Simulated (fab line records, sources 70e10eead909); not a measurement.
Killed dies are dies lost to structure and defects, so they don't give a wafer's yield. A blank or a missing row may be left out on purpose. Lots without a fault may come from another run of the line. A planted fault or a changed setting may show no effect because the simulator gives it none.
fab line records | flow nand_harc
record lots=4 wafers=12 last_day=33
route steps=1302 shown A_CHANNEL_HOLE_D2@570
lots that met no fault: from a run of the same line without faults
start_h: hours from the record's first day to the start of the lot's first wafer shown | wait_h: hours since the lot's step before | " the same as in the row above | L1.1+2: a row that stands for several wafers | - no value, or no start given | * or withheld: withheld | < > ~ a bound
route shown NAME@n: a module of which the file shows steps, and the number in the route of the first | usual: mean/standard deviation of fault-free wafers | same: alike in all rows | chamber/n: place in a boat | sites: the reading at each site | _std_site: their standard deviation | _edge_site: outer sites' mean less inner sites' | radius_mm: how far each site lies from the wafer's centre | mask NAME#n: copy n | behind: the tool/chamber that last shaped the wafer | hold: why the lot was held/for how many hours/how that ended | device: the transistor (n, p or np) that didn't switch | end of line: the same wafers' tests at the end of the route | a step without rows: its recipe alone | killed: dies lost to structure and defects at the first sort, not the wafer's yield | map: a wafer's dies, x killed, . not, _ none there
set.NAME: the setting as run; set.NAME@STEP: as run at that earlier step | model.NAME: the simulator's own value behind a step, which no gauge read
lots at some steps of the route; a table a step, a row a wafer
services: from which hour (start_h, from the record's first day; less than 0 if before it) a tool's chamber was out of use, for how many hours, and why
## steps
# step NHARC_A_CHANNEL_HOLE_D2_DEP_00
# recipe target_thk_a=31000 temp_c=400 material=aC
# step NHARC_A_CHANNEL_HOLE_D2_DEP_01
# recipe target_thk_a=1400 target_thk_nm=140 temp_c=400 pressure_torr=3.5 flow_sccm=200 rf_w=350 material=SiON
# step NHARC_A_CHANNEL_HOLE_D2_DEHYDRATE_02
# recipe temp_c=150 time_s=120
# step NHARC_A_CHANNEL_HOLE_D2_HMDS_03
# recipe time_s=30
# step NHARC_A_CHANNEL_HOLE_D2_COAT_36
# recipe temp_c=260 time_s=75
# step NHARC_A_CHANNEL_HOLE_D2_COAT_37
# recipe temp_c=225 time_s=65
# step NHARC_A_CHANNEL_HOLE_D2_COAT_04
# recipe spin_rpm=1500 resist_thk_nm=90
# step NHARC_A_CHANNEL_HOLE_D2_SOFTBAKE_05
# recipe temp_c=105 time_s=55
# step NHARC_A_CHANNEL_HOLE_D2_EBR_06
# step NHARC_A_CHANNEL_HOLE_D2_EXPOSE_07
# recipe na=1.35 target_cd_nm=100 sigma_outer=0.3 dose_mj=59.65 mask_id=HOLE_D2
# step NHARC_A_CHANNEL_HOLE_D2_PEB_08
# recipe peb_temp_c=100 peb_time_s=65
# usual exhaust_pa=45.1/0.87
# columns lot.wafer tool chamber start_h wait_h exhaust_pa
L831.4 litho_track-04 0 309.46 0.0 45.4
L831.5 " 0 " " 45.7
L831.6 " 0 " " 44.9
L843.2 litho_track-04 0 441.43 0.1 45.0
L843.3 " 0 " " 43.7
L843.6 " 0 " " 45.0
L842.4 litho_track-04 0 442.04 0.0 44.2
L842.5 " 0 " " 45.8
L842.6 " 0 " " 45.0
L851.2 litho_track-06 0 511.19 0.1 46.0
L851.3 " 0 " " 45.0
L851.5 " 0 " " 44.4
# step NHARC_A_CHANNEL_HOLE_D2_DEVELOP_09
# recipe develop_time_s=35 dev_temp_c=23
# step NHARC_A_CHANNEL_HOLE_D2_CD_MEAS_10
# recipe target_cd_nm=100 landing_energy_ev=500
# usual cd_nm=100.4/0.54
# columns lot.wafer tool chamber start_h wait_h cd_nm
L831.4 cd_sem-03 0 309.54 - 100.2
L831.5 " 0 " " 99.8
L831.6 " 0 " " 99.7
L843.2 cd_sem-03 0 441.51 - 100.5
L843.3 " 0 " " 102.1
L843.6 " 0 " " 102.5
L842.4 cd_sem-01 0 442.12 - 99.6
L842.5 " 0 " " 103.2
L842.6 " 0 " " 102.2
L851.2 cd_sem-01 0 511.27 - 100.7
L851.3 " 0 " " 100.8
L851.5 " 0 " " 100.3
# step NHARC_A_CHANNEL_HOLE_D2_DESCUM_15
# recipe time_s=3 o2_flow_sccm=200 ar_flow_sccm=0 bias_power_w=0 chemistry=O2
# usual chamber_pressure_mTorr=60.01/0.054 drypump_motor_current_A=5.97/0.26 oes_product_au=0.997/0.0099 rf_vpp_V=57.7/0.85 showerhead_plenum_p_Torr=1.90/0.086 throttle_valve_pct=11.311/0.0092
# columns lot.wafer tool chamber start_h wait_h chamber_pressure_mTorr drypump_motor_current_A oes_product_au rf_hours_counter_h rf_vpp_V showerhead_plenum_p_Torr throttle_valve_pct model.A_CHANNEL_HOLE_D2.cd_nm
L831.4 rie_diel-10 1 309.74 0.1 59.95 6.12 0.994 4.9 56.3 1.80 11.323 99.66
L831.6 " 3 " " 59.97 6.08 0.996 - 57.8 1.94 11.315 99.47
L831.5 " 0 " " 60.01 6.21 1.001 - 58.5 1.94 11.308 99.74
L843.3 rie_diel-10 1 441.70 0.1 60.05 6.07 0.992 0.3 58.3 1.79 11.316 102.2
L843.2 " 3 " " 60.07 6.10 0.987 0.5 57.7 1.93 11.305 100.1
L843.6 " 1 " " 60.01 6.10 0.998 - 58.1 1.80 11.305 102.9
L842.4 rie_diel-05 3 442.33 0.1 60.03 6.32 0.982 0.9 57.2 1.84 11.304 99.41
L842.6 " 0 " " 59.98 5.54 0.980 - 60.0 2.03 11.300 102.1
L842.5 " 1 " " 60.06 5.74 0.993 - 57.3 1.81 11.304 103.1
L851.3 rie_diel-05 0 511.46 0.1 60.02 5.55 0.985 5.2 57.8 2.03 11.321 100.3
L851.2 " 2 " " 59.94 6.17 1.013 5.0 58.5 1.97 11.304 101.1
L851.5 " 3 " " 59.93 6.34 0.994 - 58.8 1.84 11.305 99.85
# step NHARC_A_CHANNEL_HOLE_D2_ETCH_38
# recipe target_depth_a=390 over_etch_frac=0.3 time_s=65 ion_energy_ev=80 cf4_flow_sccm=150 ar_flow_sccm=0 rf_w=300 bias_w=100 chemistry=CF4
# step NHARC_A_CHANNEL_HOLE_D2_ETCH_39
# recipe target_depth_a=2600 over_etch_frac=0.3 time_s=325 ion_energy_ev=200 n2_flow_sccm=150 h2_flow_sccm=150 ar_flow_sccm=0 rf_w=400 bias_w=150 chemistry=N2/H2
# step NHARC_A_CHANNEL_HOLE_D2_ETCH_34
# recipe target_depth_a=1540 time_s=77 cf4_flow_sccm=100 chf3_flow_sccm=30 ar_flow_sccm=0 rf_w=500 bias_w=200 chemistry=CF4/CHF3
# step NHARC_A_CHANNEL_HOLE_D2_ETCH_16
# recipe target_depth_a=31000 over_etch_frac=0.3 time_s=806 ion_energy_ev=150 o2_flow_sccm=400 cos_flow_sccm=20 ar_flow_sccm=0 rf_w=500 bias_w=300 chemistry=O2/COS
# step NHARC_A_CHANNEL_HOLE_D2_ETCH_19
# recipe bias_v=1200 source_w=2500 pressure_mtorr=15 time_s=34.5 ar_flow_sccm=375 c4f8_flow_sccm=28.8 o2_flow_sccm=96.2 temp_c=-20 target_depth_a=* chemistry=C4F8/O2/Ar
# step NHARC_A_CHANNEL_HOLE_D2_ETCH_20
# recipe bias_v=3000 source_w=withheld pressure_mtorr=20 time_s=361.9 ar_flow_sccm=375 c4f8_flow_sccm=89.3 o2_flow_sccm=35.7 temp_c=-20 target_depth_a=16000 chemistry=C4F8/O2/Ar
# step NHARC_A_CHANNEL_HOLE_D2_ETCH_21
# recipe bias_v=3000 source_w=withheld pressure_mtorr=20 time_s=514.3 ar_flow_sccm=375 c4f8_flow_sccm=89.3 o2_flow_sccm=35.7 temp_c=-20 target_depth_a=16000 chemistry=C4F8/O2/Ar
# step NHARC_A_CHANNEL_HOLE_D2_ETCH_22
# recipe bias_v=3000 source_w=withheld pressure_mtorr=20 time_s=666.7 ar_flow_sccm=375 c4f8_flow_sccm=89.3 o2_flow_sccm=35.7 temp_c=-20 target_depth_a=16000 chemistry=C4F8/O2/Ar
# step NHARC_A_CHANNEL_HOLE_D2_ETCH_23
# recipe bias_v=5000 source_w=withheld pressure_mtorr=20 time_s=819 ar_flow_sccm=375 c4f8_flow_sccm=89.3 o2_flow_sccm=35.7 temp_c=-20 target_depth_a=16000 chemistry=C4F8/O2/Ar
# step NHARC_A_CHANNEL_HOLE_D2_ETCH_24
# recipe bias_v=5000 source_w=withheld pressure_mtorr=20 time_s=906.2 ar_flow_sccm=375 c4f8_flow_sccm=93.8 o2_flow_sccm=31.2 temp_c=-20 target_depth_a=15000 chemistry=C4F8/O2/Ar
# step NHARC_A_CHANNEL_HOLE_D2_ETCH_25
# recipe bias_v=5000 source_w=withheld pressure_mtorr=20 time_s=1040.2 ar_flow_sccm=375 c4f8_flow_sccm=93.8 o2_flow_sccm=31.2 temp_c=-20 target_depth_a=15000 chemistry=C4F8/O2/Ar
# step NHARC_A_CHANNEL_HOLE_D2_ETCH_26
# recipe bias_v=300 source_w=2000 pressure_mtorr=30 time_s=224.1 ar_flow_sccm=375 c4f8_flow_sccm=11.4 o2_flow_sccm=113.6 temp_c=-20 target_depth_a=3000 chemistry=C4F8/O2/Ar
# step NHARC_A_CHANNEL_HOLE_D2_ETCH_27
# recipe bias_v=400 source_w=2000 pressure_mtorr=25 time_s=90 ar_flow_sccm=375 c4f8_flow_sccm=41.7 o2_flow_sccm=83.3 temp_c=-20 target_depth_a=4000 chemistry=C4F8/O2/Ar
# step NHARC_A_CHANNEL_HOLE_D2_STRIP_41
# recipe n2_flow_sccm=150 h2_flow_sccm=150 ar_flow_sccm=0 bias_w=0 chemistry=N2/H2
# step NHARC_A_CHANNEL_HOLE_D2_STRIP_42
# recipe cf4_flow_sccm=100 chf3_flow_sccm=30 ar_flow_sccm=0 bias_w=0 chemistry=CF4/CHF3
# step NHARC_A_CHANNEL_HOLE_D2_STRIP_43
# recipe o2_flow_sccm=400 cos_flow_sccm=20 ar_flow_sccm=0 bias_w=0 chemistry=O2/COS
# step NHARC_A_CHANNEL_HOLE_D2_ETCH_44
# recipe target_depth_a=1400 overetch_a=140 time_s=77 ion_energy_ev=100 cf4_flow_sccm=80 o2_flow_sccm=20 ar_flow_sccm=0 rf_w=300 bias_w=100 chemistry=CF4/O2
# usual chamber_pressure_mTorr=29.998/0.025 drypump_motor_current_A=5.99/0.23 oes_o_777_au=1.000/0.0045 oes_product_au=0.998/0.0096 rf_vpp_V=197.6/1.4 showerhead_plenum_p_Torr=1.32/0.058 throttle_valve_pct=13.397/0.0092
# columns lot.wafer tool chamber start_h wait_h chamber_pressure_mTorr drypump_motor_current_A oes_o_777_au oes_product_au rf_hours_counter_h rf_vpp_V showerhead_plenum_p_Torr throttle_valve_pct model.A_CHANNEL_HOLE_D2.cd_nm
L831.4 rie_diel-10 1 315.64 0.1 30.045 6.08 0.994 1.002 5.5 197.4 1.26 13.387 90.96
L831.5 " 2 " " 29.973 5.99 1.001 0.994 - 198.6 1.39 13.384 88.4
L831.6 " 3 " " 29.998 6.13 1.001 1.003 - 198.3 1.35 13.390 90.85
L843.2 rie_diel-10 1 447.62 0.1 30.063 6.08 0.999 0.993 1.0 196.7 1.25 13.386 91.53
L843.3 " 3 " " 29.996 6.09 1.007 0.989 1.2 198.3 1.35 13.398 92.1
L843.6 " 1 " " 30.016 6.05 1.003 0.985 - 195.5 1.25 13.388 92.03
L842.4 rie_diel-05 3 448.25 0.1 30.023 6.31 1.009 0.995 1.7 195.2 1.28 13.391 90.87
L842.6 " 1 " " 30.009 5.74 1.002 0.998 - 196.8 1.26 13.395 92.21
L842.5 " 2 " " 30.027 6.12 1.001 1.005 - 198.9 1.38 13.420 92.31
L851.2 rie_diel-10 1 517.83 0.1 29.968 6.09 0.997 0.993 4.6 196.0 1.25 13.388 90.5
L851.3 " 3 " " 30.006 6.10 1.003 0.990 6.6 198.0 1.35 13.394 91.13
L851.5 " 1 " " 29.982 6.09 0.998 1.001 - 195.9 1.25 13.394 89.14
# step NHARC_A_CHANNEL_HOLE_D2_STRIP_28
# recipe o2_flow_sccm=500 ar_flow_sccm=0 bias_w=0 chemistry=O2
## services
# columns tool chamber start_h hours kind
rie_diel-10 0 300.50 - clean
rie_diel-10 1 300.50 - clean
rie_diel-10 2 300.50 - clean
rie_diel-10 3 300.50 - clean
rie_diel-05 - 314.50 1.0 repair
rie_diel-10 0 325.00 - clean
rie_diel-10 1 325.00 - clean
rie_diel-10 2 325.00 - clean
rie_diel-10 3 325.00 - clean
rie_diel-05 1 325.77 4.3 repair
rie_diel-05 2 343.85 10.0 repair
rie_diel-10 1 344.52 9.5 repair
rie_diel-10 0 349.52 - clean
rie_diel-10 2 349.52 - clean
rie_diel-10 3 349.52 - clean
litho_track-06 - 354.00 7.0 pm
rie_diel-10 0 374.02 - clean
rie_diel-10 1 374.02 - clean
rie_diel-10 2 374.02 - clean
litho_track-04 - 378.00 7.0 pm
rie_diel-05 3 396.44 1.7 repair
rie_diel-05 - 406.60 9.0 pm
rie_diel-10 - 419.50 9.0 pm
rie_diel-10 1 454.23 1.6 repair
## key
first_sign step=NHARC_A_CHANNEL_HOLE_D2_CD_MEAS_10 reading=cd_nm direction=up sigmas=3.9 usual=100.4 struck=102.5
effect none on later readings
model_effect step=NHARC_A_CHANNEL_HOLE_D2_DESCUM_15 value=A_CHANNEL_HOLE_D2.cd_nm without=100.5 struck=102.6
model_effect step=NHARC_A_CHANNEL_HOLE_D2_ETCH_44 value=A_CHANNEL_HOLE_D2.cd_nm without=90.12 struck=92.16
met_at NHARC_A_CHANNEL_HOLE_D2_PEB_08
struck_wafers L842.5,L842.6,L843.3,L843.6
tester_left_out L842,L843
onset_between 309.46 441.43
fault kind=process_parameter_drift tool=litho_track-04 chamber=- onset_h=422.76 steps=NHARC_A_CHANNEL_HOLE_D2_PEB_08 channel=peb_time_s offset=* shape=step end_h=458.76 scope=struck_wafers_only acts_in=* stated=*
# tester_left_out: of these lots the tester's yield and bins aren't shown, on N5 and GAA mostly nor the transistor test; their killed dies are dies lost to structure and defects alone, not to doping, threshold or leakage, so they don't give the yield
